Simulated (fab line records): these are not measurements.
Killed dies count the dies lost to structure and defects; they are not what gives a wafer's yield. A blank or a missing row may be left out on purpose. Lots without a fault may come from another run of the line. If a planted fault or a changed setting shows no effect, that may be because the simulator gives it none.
Chamber matching / flow nand harc / pecvd-04 running NHARC_A_CONTACT_DEP_24: 3 sister chambers
The step deposits SiO2, target thk 500 nm. 6 wafers are shown with their chamber, then 6 later ones without.

## EACH WAFER AND ITS CHAMBER
wafer=L681.5; chamber=2; throttle valve pct (%)=16.0; heater power w (W)=621
wafer=L683.2; chamber=1; throttle valve pct (%)=17.1; heater power w (W)=611
wafer=L683.5; chamber=0; throttle valve pct (%)=15.5; heater power w (W)=480
wafer=L685.1; chamber=0; throttle valve pct (%)=15.2; heater power w (W)=485
wafer=L685.2; chamber=2; throttle valve pct (%)=16.2; heater power w (W)=494
wafer=L685.5; chamber=1; throttle valve pct (%)=17.0; heater power w (W)=584

## WAFERS WITH NO CHAMBER GIVEN
wafer=L701.3; throttle valve pct (%)=15.3; heater power w (W)=481
wafer=L701.4; throttle valve pct (%)=16.7; heater power w (W)=543
wafer=L701.6; throttle valve pct (%)=15.6; heater power w (W)=558
wafer=L700.1; throttle valve pct (%)=16.7; heater power w (W)=551
wafer=L700.5; throttle valve pct (%)=15.2; heater power w (W)=443
wafer=L700.6; throttle valve pct (%)=16.8; heater power w (W)=583

## WHICH CHAMBER EACH WENT THROUGH
wafer=L701.3; from the rows above=0; in truth=0
wafer=L701.4; from the rows above=can't be placed: 1 or 2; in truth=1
wafer=L701.6; from the rows above=can't be placed: 0 or 2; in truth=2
wafer=L700.1; from the rows above=can't be placed: 1 or 2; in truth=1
wafer=L700.5; from the rows above=0; in truth=0
wafer=L700.6; from the rows above=1; in truth=1
Correct placement for 3 of the 6. These rows do not allow placing 3 (true chamber among the candidates in 3). Number placed wrongly: 0.
How it was worked out, from the rows above alone: a wafer's distance from a chamber is the root of the sum, over the readings, of the square of ((its reading less the chamber's mean) divided by the reading's scatter). The wafer belongs to the nearest chamber; if the next one is less than 2 further off, it can't be placed. The mean given for a chamber averages the wafers shown for that chamber. The scatter: take each reading less its chamber's mean, square it, sum over the shown wafers, divide by the number of wafers less the number of chambers, and take the root.
